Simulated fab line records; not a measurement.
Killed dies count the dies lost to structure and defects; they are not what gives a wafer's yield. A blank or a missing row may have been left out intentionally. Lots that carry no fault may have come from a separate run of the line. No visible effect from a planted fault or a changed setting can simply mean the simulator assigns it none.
Which tool did it?	flow n5-finfet	24 lots with 72 wafers sampled at 5 steps, on a route of 1938 steps

== WHAT EACH GAUGE READ, for each wafer ==
N5_BEOL_M1_THK_MEAS_53: measures by xrf.
lot	measured	on	M1_THK (nm)
L074	day 6 08:59	film-metro-01	37.3 41.9 45.0
L075	day 6 11:46	film-metro-01	44.7 41.3 41.6
L076	day 6 17:46	film-metro-02	43.2 40.7 40.4
L077	day 7 04:25	film-metro-01	39.0 42.0 41.5
L078	day 7 10:16	film-metro-02	37.6 40.2 39.3
L079	day 7 13:29	film-metro-01	41.1 39.1 41.9
L080	day 8 05:54	film-metro-02	40.7 38.0 41.9
L081	day 8 09:20	film-metro-01	40.0 41.9 42.6
L082	day 8 10:30	film-metro-01	41.2 41.4 40.7
L083	day 8 14:58	film-metro-02	43.0 41.6 40.6
L084	day 8 15:37	film-metro-02	41.1 37.3 39.8
L086	day 9 10:46	film-metro-02	39.1 39.9 41.3
L085	day 9 16:30	film-metro-01	42.0 41.7 43.7
L087	day 9 17:25	film-metro-01	39.4 40.9 40.0
L088	day 9 22:23	film-metro-02	40.8 38.2 39.6
L089	day 10 04:09	film-metro-02	37.6 39.1 39.9
L090	day 10 10:11	film-metro-02	39.2 39.6 41.4
L091	day 10 18:56	film-metro-01	41.9 43.8 42.4
L092	day 11 00:56	film-metro-01	41.5 40.6 40.3
L093	day 11 00:40	film-metro-01	40.8 41.8 44.9
L094	day 11 11:19	film-metro-01	40.6 39.2 39.9
L095	day 11 22:02	film-metro-01	42.1 43.4 41.6
L096	day 12 02:20	film-metro-02	38.6 41.8 41.7
L097	day 12 13:53	film-metro-01	38.6 40.4 39.4

N5_BEOL_M1_RS_MEAS_58: the measuring method here is four-point-probe.
lot	measured	on	M1_RS (ohm/sq)
L074	day 6 09:22	film-metro-02	0.75 0.64 0.59
L075	day 6 12:02	film-metro-01	0.60 0.66 0.65
L076	day 6 18:02	film-metro-02	0.61 0.66 0.67
L077	day 7 04:41	film-metro-01	0.70 0.63 0.64
L078	day 7 10:35	film-metro-01	0.72 0.67 0.69
L079	day 7 13:46	film-metro-02	0.66 0.70 0.64
L080	day 8 06:10	film-metro-02	0.66 0.72 0.64
L081	day 8 09:35	film-metro-02	0.67 0.63 0.62
L082	day 8 10:50	film-metro-02	0.66 0.65 0.67
L083	day 8 15:14	film-metro-01	0.61 0.64 0.66
L084	day 8 15:53	film-metro-02	0.66 0.74 0.68
L086	day 9 11:02	film-metro-02	0.69 0.67 0.65
L085	day 9 16:47	film-metro-01	0.64 0.64 0.60
L087	day 9 17:43	film-metro-01	0.69 0.66 0.68
L088	day 9 22:38	film-metro-01	0.66 0.71 0.68
L089	day 10 04:25	film-metro-01	0.74 0.70 0.68
L090	day 10 10:26	film-metro-01	0.70 0.69 0.65
L091	day 10 19:11	film-metro-02	0.64 0.61 0.63
L092	day 11 01:11	film-metro-01	0.65 0.67 0.67
L093	day 11 00:55	film-metro-01	0.67 0.65 0.59
L094	day 11 11:38	film-metro-02	0.67 0.70 0.68
L095	day 11 22:31	film-metro-01	0.64 0.62 0.65
L096	day 12 02:35	film-metro-01	0.71 0.64 0.64
L097	day 12 14:09	film-metro-02	0.70 0.66 0.69

== WHAT TOOL EACH LOT RAN ON (gives the tool, then ch and the chambers of the sampled wafers, and finally the start) ==
lot	N5_BEOL_M1_ALD_98	N5_BEOL_M1_ETCH_70	N5_BEOL_M1_SPUTTER_94
L074	ald-sin-02 ch 0,2,3, day 6 01:57	rie-diel-03 ch 0,3, day 6 04:32	pvd-sputter-02, day 6 07:59
L075	ald-sin-03 ch 0,1,3, day 6 07:09	rie-diel-01 ch 0,1, day 6 07:41	pvd-sputter-01, day 6 10:46
L076	ald-sin-02 ch 0,2,3, day 6 11:44	rie-diel-02 ch 1,3, day 6 12:13	pvd-sputter-01, day 6 16:46
L077	ald-sin-04 ch 0,3, day 6 19:11	rie-diel-01 ch 0,1, day 7 00:17	pvd-sputter-03, day 7 03:25
L078	ald-sin-04 ch 0,2,3, day 7 03:17	rie-diel-02 ch 0,1,3, day 7 06:17	pvd-sputter-02, day 7 09:16
L079	ald-sin-03 ch 1,2,3, day 7 08:22	rie-diel-02 ch 0,1,3, day 7 09:17	pvd-sputter-03, day 7 12:29
L080	ald-sin-04 ch 0,1, day 7 14:50	rie-diel-01 ch 1,3, day 8 01:07	pvd-sputter-01, day 8 04:53
L081	ald-sin-02 ch 0,1, day 8 02:31	rie-diel-01 ch 0,1, day 8 04:59	pvd-sputter-02, day 8 08:19
L082	ald-sin-03 ch 1,2,3, day 8 04:45	rie-diel-02 ch 0,2,3, day 8 06:16	pvd-sputter-03, day 8 09:29
L083	ald-sin-02 ch 0,1, day 8 11:09	rie-diel-02 ch 0,2, day 8 11:19	pvd-sputter-01, day 8 13:58
L084	ald-sin-02 ch 0,2,3, day 8 11:38	rie-diel-01 ch 0,2,3, day 8 11:47	pvd-sputter-03, day 8 14:35
L086	ald-sin-02 ch 2,3, day 9 04:05	rie-diel-03 ch 0,2, day 9 06:41	pvd-sputter-01, day 9 09:46
L085	ald-sin-02 ch 0,3, day 9 04:22	rie-diel-02 ch 0,1, day 9 12:08	pvd-sputter-02, day 9 15:29
L087	ald-sin-03 ch 1,3, day 9 08:52	rie-diel-03 ch 0,1,2, day 9 13:22	pvd-sputter-01, day 9 16:25
L088	ald-sin-03 ch 0,1,3, day 9 16:07	rie-diel-03 ch 0,2, day 9 16:38	pvd-sputter-02, day 9 21:22
L089	ald-sin-04 ch 0,1, day 9 23:08	rie-diel-03 ch 2,3, day 10 00:19	pvd-sputter-02, day 10 03:08
L090	ald-sin-04 ch 2,3, day 10 05:59	rie-diel-01 ch 0,1, day 10 06:11	pvd-sputter-03, day 10 09:10
L091	ald-sin-02 ch 0,3, day 10 07:13	rie-diel-01 ch 0,1, day 10 14:42	pvd-sputter-01, day 10 17:56
L092	ald-sin-03 ch 0,1,2, day 10 19:52	rie-diel-02 ch 0,1,2, day 10 20:02	pvd-sputter-02, day 10 23:53
L093	ald-sin-02 ch 2,3, day 10 20:35	rie-diel-01 ch 0,1,3, day 10 20:46	pvd-sputter-03, day 10 23:39
L094	ald-sin-04 ch 0,3, day 11 02:52	rie-diel-03 ch 0,1,3, day 11 07:04	pvd-sputter-01, day 11 10:19
L095	ald-sin-02 ch 0,1, day 11 13:43	rie-diel-01 ch 0,3, day 11 17:24	pvd-sputter-01, day 11 20:46
L096	ald-sin-04 ch 1,3, day 11 18:21	rie-diel-03 ch 0,1, day 11 21:56	pvd-sputter-01, day 12 01:19
L097	ald-sin-03 ch 1,2,3, day 12 04:36	rie-diel-02 ch 0,1,2, day 12 07:14	pvd-sputter-01, day 12 12:53
- N5_BEOL_M1_ALD_98: deposits SiO2, target thk 2.5 nm, pulse time 1 s, co reactant pulse time 1 s.
- N5_BEOL_M1_ETCH_70: etches SOC in N2/H2, target depth 80 nm, overetch 16 nm, time 120 s.
- N5_BEOL_M1_SPUTTER_94: material Cu, target thk 4.5 nm, time 8.29 s.

== AS READ BY THE TOOLS THEMSELVES (means over the sampled wafers that have a number; for cases with no such wafer, the mark the record gives instead) ==
N5_BEOL_M1_ALD_98.
lot	tool	heater-power-w (W)	precursor-pulse-height-rel
L074	ald-sin-02	76	1.019
L075	ald-sin-03	73	0.980
L076	ald-sin-02	76	0.996
L077	ald-sin-04	84	1.020
L078	ald-sin-04	80	0.982
L079	ald-sin-03	75	0.989
L080	ald-sin-04	89	0.994
L081	ald-sin-02	72	1.009
L082	ald-sin-03	75	1.020
L083	ald-sin-02	74	0.989
L084	ald-sin-02	77	0.993
L086	ald-sin-02	82	0.988
L085	ald-sin-02	76	1.009
L087	ald-sin-03	67	1.013
L088	ald-sin-03	73	1.005
L089	ald-sin-04	85	0.995
L090	ald-sin-04	79	1.010
L091	ald-sin-02	76	1.011
L092	ald-sin-03	83	0.990
L093	ald-sin-02	81	0.995
L094	ald-sin-04	81	1.008
L095	ald-sin-02	75	0.992
L096	ald-sin-04	88	0.999
L097	ald-sin-03	76	0.998

N5_BEOL_M1_ETCH_70.
lot	tool	drypump-motor-current-A (A)	h2-flow-sccm (sccm)	n2-flow-sccm (sccm)	oes-product-au (a.u.)	rf-vpp-V (V)	showerhead-plenum-p-Torr (Torr)	throttle-valve-pct (%)
L074	rie-diel-03	5.2	200.1	200.1	0.56	524.1	2.57	18.1
L075	rie-diel-01	5.9	199.9	200.0	0.65	524.3	2.53	17.4
L076	rie-diel-02	6.0	200.1	199.8	0.61	524.9	2.58	17.7
L077	rie-diel-01	6.2	200.2	200.5	0.59	522.8	2.46	17.5
L078	rie-diel-02	5.7	200.3	200.1	0.64	524.2	2.56	17.6
L079	rie-diel-02	5.7	199.4	199.8	0.63	524.9	2.56	17.6
L080	rie-diel-01	6.6	199.7	200.0	0.54	521.9	2.48	17.7
L081	rie-diel-01	6.2	200.3	199.4	0.58	521.4	2.46	17.5
L082	rie-diel-02	5.4	200.1	200.1	0.63	523.0	2.52	17.6
L083	rie-diel-02	5.5	200.5	199.9	0.58	521.1	2.43	17.8
L084	rie-diel-01	6.0	200.8	200.6	0.59	524.7	2.57	17.9
L086	rie-diel-03	5.4	199.9	200.6	0.54	525.7	2.60	18.0
L085	rie-diel-02	5.9	200.4	200.4	0.59	522.9	2.51	17.8
L087	rie-diel-03	5.5	199.6	200.5	0.55	523.3	2.55	18.1
L088	rie-diel-03	5.5	200.2	199.7	0.54	526.1	2.61	18.1
L089	rie-diel-03	5.2	201.0	199.7	0.54	523.6	2.55	18.0
L090	rie-diel-01	5.9	200.2	200.4	0.62	523.5	2.52	17.5
L091	rie-diel-01	6.3	200.5	199.8	0.57	522.1	2.45	17.5
L092	rie-diel-02	5.7	199.9	199.8	0.58	521.5	2.47	17.8
L093	rie-diel-01	6.2	200.7	200.4	0.58	523.5	2.53	17.7
L094	rie-diel-03	5.5	199.5	200.2	0.55	522.7	2.52	18.2
L095	rie-diel-01	5.9	200.5	200.3	0.61	526.0	2.59	17.7
L096	rie-diel-03	5.7	199.6	199.9	0.55	522.2	2.49	18.2
L097	rie-diel-02	5.7	200.0	200.2	0.57	521.8	2.46	17.8

N5_BEOL_M1_SPUTTER_94.
lot	tool	throttle-valve-pct (%)
L074	pvd-sputter-02	28.9
L075	pvd-sputter-01	29.9
L076	pvd-sputter-01	30.0
L077	pvd-sputter-03	29.4
L078	pvd-sputter-02	29.8
L079	pvd-sputter-03	29.8
L080	pvd-sputter-01	30.0
L081	pvd-sputter-02	28.8
L082	pvd-sputter-03	29.7
L083	pvd-sputter-01	30.0
L084	pvd-sputter-03	30.1
L086	pvd-sputter-01	29.8
L085	pvd-sputter-02	28.6
L087	pvd-sputter-01	29.7
L088	pvd-sputter-02	29.7
L089	pvd-sputter-02	29.5
L090	pvd-sputter-03	30.9
L091	pvd-sputter-01	29.9
L092	pvd-sputter-02	28.9
L093	pvd-sputter-03	29.5
L094	pvd-sputter-01	29.8
L095	pvd-sputter-01	30.4
L096	pvd-sputter-01	30.0
L097	pvd-sputter-01	29.4

== THE ANSWER, worked out from the rows above alone ==
Rule: the lots themselves supply what counts as usual. The widest of any qualifying gaps counts: lots, ordered by their means at a reading, are off when they make up no more than a third of the lots, leave a main group of 4 or more, and stand apart from it by 3 or more times the standard deviation of that group's means. A main group whose means are all the same, to the digits that the tables above print for the reading, isn't used. A lot without any number at a reading at which 4 lots or more have one is off too. All remaining lots with rows at the step are treated as sound. First the gauges in route order, then the tools' own readings, where a lot's mean is used as printed above. At the first step where some lot is off, the reading lying furthest off is the one used; lots without a number count as furthest.
No lot is off at any reading shown: from this, nothing can be told.

== WHAT WAS PUT IN BY THE SIMULATOR ==
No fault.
